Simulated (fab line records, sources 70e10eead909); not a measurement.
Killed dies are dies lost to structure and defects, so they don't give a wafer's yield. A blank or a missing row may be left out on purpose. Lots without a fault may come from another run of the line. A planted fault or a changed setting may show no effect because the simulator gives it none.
Which tool did it? | flow nand_harc | 11 lots, 33 wafers sampled, at 6 steps of a route of 1159

WHAT THE GAUGES READ, wafer by wafer
NHARC_P_M1_INSPECT_27.
lot  | measured     | on                | raw_defect_count
L680 | day 5 20:57  | defect_inspect-02 | 464 429 334
L681 | day 6 12:26  | defect_inspect-01 | 282 228 235
L684 | day 7 02:11  | defect_inspect-01 | 327 250 384
L685 | day 7 10:58  | defect_inspect-01 | 597 444 317
L687 | day 8 03:59  | defect_inspect-01 | 290 342 426
L688 | day 8 04:37  | defect_inspect-02 | 242 347 197
L689 | day 8 14:32  | defect_inspect-02 | 499 393 455
L690 | day 8 17:28  | defect_inspect-01 | 191 410 260
L692 | day 9 05:35  | defect_inspect-02 | 592 356 321
L695 | day 10 02:57 | defect_inspect-01 | 187 201 232
L700 | day 10 16:37 | defect_inspect-02 | 267 2213 191

NHARC_END_SORT_01.
lot  | measured     | on        | defect_limited_yield (%) | killed_at_array | killed_at_other | killed_at_periphery | killed_dies | killed_open | killed_short | sort_bin_2_pct (%) | sort_bin_3_pct (%) | sort_bin_4_pct (%) | sort_n_pass | sort_rim_yield_pct (%) | sort_yield_pct (%)
L680 | day 20 03:15 | prober-01 | 96.0 97.3 95.9           | 20 15 21        | 0 0 0           | 7 3 7               | 27 18 28    | 1 2 4       | 0 1 4        | 0.9 0.6 0.6        | 0.30 0.15 0.30     | 2.8 1.9 3.2        | 650 659 649 | 88 93 92               | 96.0 97.3 95.9
L681 | day 19 19:23 | prober-02 | 97.3 96.8 97.9           | 14 19 11        | 0 0 0           | 4 3 3               | 18 22 14    | 1 2 1       | 0 3 0        | 0.7 1.0 0.6        | 0 0.30 0           | 1.9 1.9 1.5        | 659 655 663 | 97 93 95               | 97.3 96.8 97.9
L684 | day 20 19:39 | prober-02 | 95.3 93.9 93.2           | 27 35 38        | 0 0 0           | 5 6 8               | 32 41 46    | 2 7 4       | 3 1 1        | 1.6 1.6 1.9        | 0.30 0.89 0.15     | 2.8 3.5 4.7        | 645 636 631 | 92 86 92               | 95.3 93.9 93.2
L685 | day 20 11:01 | prober-01 | 96.9 97.5 96.2           | 20 12 24        | 0 0 0           | 1 5 2               | 21 17 26    | 3 4 3       | 3 2 1        | 0.4 0.4 1.3        | 0.44 0.15 0.15     | 2.2 1.9 2.4        | 656 660 651 | 92 96 91               | 96.9 97.5 96.2
L687 | day 21 04:19 | prober-02 | 95.3 94.8 96.3           | 29 30 24        | 2 0 0           | 1 5 1               | 32 35 25    | 4 5 2       | 1 4 2        | 1.0 2.2 1.0        | 0.44 0.44 0.44     | 3.2 2.5 2.2        | 645 642 652 | 96 96 95               | 95.3 94.8 96.3
L688 | day 21 03:17 | prober-01 | 95.0 94.4 93.5           | 29 32 38        | 0 0 0           | 5 6 6               | 34 38 44    | 1 5 6       | 5 3 5        | 1.6 1.6 1.8        | 0.44 0.44 0        | 3.0 3.5 4.7        | 643 639 633 | 92 94 89               | 95.0 94.4 93.5
L689 | day 21 19:04 | prober-01 | 95.9 95.0 95.9           | 23 26 24        | 1 0 0           | 4 8 4               | 28 34 28    | 3 9 3       | 0 2 3        | 0.9 2.4 1.5        | 0.44 0 0.15        | 2.8 2.7 2.5        | 649 643 649 | 99 97 95               | 95.9 95.0 95.9
L690 | day 21 19:50 | prober-02 | 95.4 95.9 93.2           | 28 25 40        | 1 1 0           | 2 2 6               | 31 28 46    | 1 3 6       | 1 4 3        | 1.3 1.3 2.1        | 0.44 0.44 0.30     | 2.8 2.4 4.4        | 646 649 631 | 91 94 92               | 95.4 95.9 93.2
L692 | day 22 12:47 | prober-01 | 96.0 95.6 95.7           | 24 24 21        | 0 0 1           | 3 6 7               | 27 30 29    | 5 2 3       | 1 2 3        | 1.3 1.8 1.3        | 0.30 0.30 0.30     | 2.4 2.4 2.7        | 650 647 648 | 92 94 93               | 96.0 95.6 95.7
L695 | day 23 08:08 | prober-02 | 94.4 95.4 93.1           | 32 24 46        | 2 3 0           | 4 4 1               | 38 31 47    | 5 2 5       | 2 1 1        | 2.4 2.2 2.1        | 0.15 0 0.59        | 3.1 2.4 4.3        | 639 646 630 | 88 89 95               | 94.4 95.4 93.1
L700 | day 23 23:43 | prober-02 | 94.5 0 94.2              | 32 33 33        | 0 1 0           | 5 643 6             | 37 677 39   | 3 3 4       | 1 4 2        | 2.4 2.1 1.9        | 0.30 94.83 0.30    | 2.8 3.1 3.5        | 640 0 638   | 92 0 96                | 94.5 0 94.2

WHICH TOOL RAN EACH LOT (tool, then ch and the chambers of the sampled wafers, then the start)
lot  | NHARC_P_M1_STRIP_18               | NHARC_P_M1_DEGAS_29          | NHARC_P_M1_PVD_21                       | NHARC_P_M1_CMP_23
L680 | rie_diel-06 ch 0,2,3, day 5 18:03 | pvd_sputter-02, day 5 18:42  | pvd_sputter-02, day 5 20:28 or earlier  | cmp-03 ch 0,2,3, day 5 20:28
L681 | rie_diel-06 ch 0,1,3, day 6 09:56 | pvd_sputter-03, day 6 10:32  | pvd_sputter-03, day 6 11:58 or earlier  | cmp-04 ch 0,1,2, day 6 11:58
L684 | rie_diel-12 ch 0,2,3, day 6 23:53 | pvd_sputter-01, day 7 00:37  | pvd_sputter-01, day 7 01:43 or earlier  | cmp-04 ch 0,1, day 7 01:43
L685 | rie_diel-12 ch 1,2,3, day 7 08:38 | pvd_sputter-01, day 7 09:16  | pvd_sputter-01, day 7 10:30 or earlier  | cmp-01 ch 0,1,3, day 7 10:30
L687 | rie_diel-06 ch 0,1,3, day 8 01:52 | pvd_sputter-03, day 8 02:25  | pvd_sputter-03, day 8 03:35 or earlier  | cmp-04 ch 0,2,3, day 8 03:35
L688 | rie_diel-06 ch 1,2,3, day 8 02:16 | pvd_sputter-03, day 8 02:55  | pvd_sputter-03, day 8 04:08 or earlier  | cmp-03 ch 1,3, day 8 04:08
L689 | rie_diel-12 ch 0,2,3, day 8 12:23 | pvd_sputter-02, day 8 13:00  | pvd_sputter-02, day 8 14:04 or earlier  | cmp-03 ch 1,2, day 8 14:04
L690 | rie_diel-09 ch 0,1,3, day 8 15:17 | pvd_sputter-03, day 8 15:54  | pvd_sputter-03, day 8 16:59 or earlier  | cmp-04 ch 1,2,3, day 8 16:59
L692 | rie_diel-09 ch 1,2,3, day 9 03:23 | pvd_sputter-03, day 9 04:01  | pvd_sputter-03, day 9 05:07 or earlier  | cmp-01 ch 0,1,3, day 9 05:07
L695 | rie_diel-06 ch 0,3, day 10 00:36  | pvd_sputter-03, day 10 01:22 | pvd_sputter-03, day 10 02:34 or earlier | cmp-03 ch 1,2,3, day 10 02:34
L700 | rie_diel-09 ch 0,3, day 10 14:17  | pvd_sputter-02, day 10 14:55 | pvd_sputter-02, day 10 16:10 or earlier | cmp-04 ch 0,2, day 10 16:10
- NHARC_P_M1_STRIP_18: strips in N2/H2.
- NHARC_P_M1_DEGAS_29: time 60 s.
- NHARC_P_M1_PVD_21: deposits Cu, target thk 30 nm, time 20.49 s.
- NHARC_P_M1_CMP_23: polishes, t overpolish 20 s, target thk 157.82 nm.

WHAT THE TOOLS THEMSELVES READ (means of the sampled wafers that have a number; where no wafer has one, the mark that the record gives instead)
NHARC_P_M1_STRIP_18.
lot  | tool        | drypump_motor_current_A (A) | h2_flow_sccm (sccm) | oes_product_au (a.u.) | rf_vpp_V (V) | showerhead_plenum_p_Torr (Torr) | throttle_valve_pct (%)
L680 | rie_diel-06 | 6.3                         | 149.9               | 0.999                 | 91.0         | 2.10                            | 14.172
L681 | rie_diel-06 | 6.1                         | 150.1               | 0.999                 | 91.4         | 2.10                            | 14.168
L684 | rie_diel-12 | 5.8                         | 149.8               | 1.000                 | 90.8         | 2.16                            | 14.175
L685 | rie_diel-12 | 5.8                         | 150.1               | 1.009                 | 89.6         | 2.08                            | 14.166
L687 | rie_diel-06 | 6.1                         | 149.7               | 0.992                 | 91.2         | 2.10                            | 14.167
L688 | rie_diel-06 | 5.9                         | 150.3               | 0.994                 | 91.2         | 2.18                            | 14.173
L689 | rie_diel-12 | 5.8                         | 149.8               | 0.999                 | 91.2         | 2.16                            | 14.163
L690 | rie_diel-09 | 5.6                         | 150.0               | 1.005                 | 90.9         | 2.14                            | 14.171
L692 | rie_diel-09 | 5.5                         | 149.9               | 0.992                 | 91.0         | 2.12                            | 14.174
L695 | rie_diel-06 | 6.3                         | 150.2               | 0.997                 | 90.5         | 2.11                            | 14.169
L700 | rie_diel-09 | 5.4                         | 150.0               | 1.000                 | 91.1         | 2.17                            | 14.175

NHARC_P_M1_DEGAS_29.
lot  | tool           | heater_power_w (W)
L680 | pvd_sputter-02 | 342
L681 | pvd_sputter-03 | 326
L684 | pvd_sputter-01 | 340
L685 | pvd_sputter-01 | 361
L687 | pvd_sputter-03 | 326
L688 | pvd_sputter-03 | 332
L689 | pvd_sputter-02 | 348
L690 | pvd_sputter-03 | 330
L692 | pvd_sputter-03 | 327
L695 | pvd_sputter-03 | 323
L700 | pvd_sputter-02 | 332

NHARC_P_M1_PVD_21.
lot  | tool           | substrate_temp_c (C) | throttle_valve_pct (%)
L680 | pvd_sputter-02 | 30.06                | 30.0
L681 | pvd_sputter-03 | 29.96                | 30.2
L684 | pvd_sputter-01 | 29.95                | 30.4
L685 | pvd_sputter-01 | 29.97                | 30.5
L687 | pvd_sputter-03 | 29.95                | 30.3
L688 | pvd_sputter-03 | 29.93                | 29.9
L689 | pvd_sputter-02 | 29.99                | 29.8
L690 | pvd_sputter-03 | 30.11                | 30.3
L692 | pvd_sputter-03 | 30.07                | 30.3
L695 | pvd_sputter-03 | 29.97                | 30.0
L700 | pvd_sputter-02 | 30.00                | 30.2

NHARC_P_M1_CMP_23.
lot  | tool   | edge_zone_pressure_frac | motor_current_A (A) | retaining_ring_pressure_frac | time_to_endpoint_s (s)
L680 | cmp-03 | 1.003                   | 11.3                | 0.992                        | 28.9
L681 | cmp-04 | 0.998                   | 10.8                | 1.001                        | 28.4
L684 | cmp-04 | 1.002                   | 11.6                | 1.002                        | 32.5
L685 | cmp-01 | 0.996                   | 11.8                | 1.000                        | 29.1
L687 | cmp-04 | 0.994                   | 10.9                | 1.002                        | 30.8
L688 | cmp-03 | 1.001                   | 11.6                | 0.996                        | 28.5
L689 | cmp-03 | 1.005                   | 11.1                | 0.997                        | 29.3
L690 | cmp-04 | 1.000                   | 10.4                | 0.995                        | 27.5
L692 | cmp-01 | 1.000                   | 12.0                | 0.998                        | 27.3
L695 | cmp-03 | 0.999                   | 11.8                | 1.002                        | 27.7
L700 | cmp-04 | 0.996                   | 11.2                | 0.999                        | 33.7

THE ANSWER, worked out from the rows above alone
Rule: what is usual is taken from the lots themselves. Put in order of their means at a reading, lots are off if they are a third of the lots or fewer, leave a main group of 4 or more, and stand apart from it by a gap of 3 or more times the standard deviation of the main group's means; of several such gaps the widest counts. A main group whose means are all the same, to the digits that the tables above print for the reading, isn't used. A lot without any number at a reading at which 4 lots or more have one is off too. The other lots that the step has rows for count as sound. The gauges are gone through in route order, then the tools' own readings, and for those a lot's mean is taken as printed above. The first step at which some lot is off is used, and at that step the reading that is off furthest; a lot without a number counts as furthest.
Off: L700, at NHARC_P_M1_INSPECT_27 (raw_defect_count). The main group: mean 341, standard deviation 85.
A tool fits if, at a process step before that reading, it ran every lot that is off, and no sound lot after the first of them. The gauges at NHARC_P_M1_INSPECT_27 aren't tried: what is off there is off at NHARC_END_SORT_01 too, on other tools, and a gauge's error can't cause that. NHARC_P_M1_PVD_21 gives no start for some lots, so the hours and the order of its lots are those of NHARC_P_M1_CMP_23. Can't be told from this: 3 tools fit, rie_diel-09 at NHARC_P_M1_STRIP_18, pvd_sputter-02 at NHARC_P_M1_DEGAS_29 and NHARC_P_M1_PVD_21, cmp-04 at NHARC_P_M1_CMP_23.

WHAT THE SIMULATOR HAD PUT IN
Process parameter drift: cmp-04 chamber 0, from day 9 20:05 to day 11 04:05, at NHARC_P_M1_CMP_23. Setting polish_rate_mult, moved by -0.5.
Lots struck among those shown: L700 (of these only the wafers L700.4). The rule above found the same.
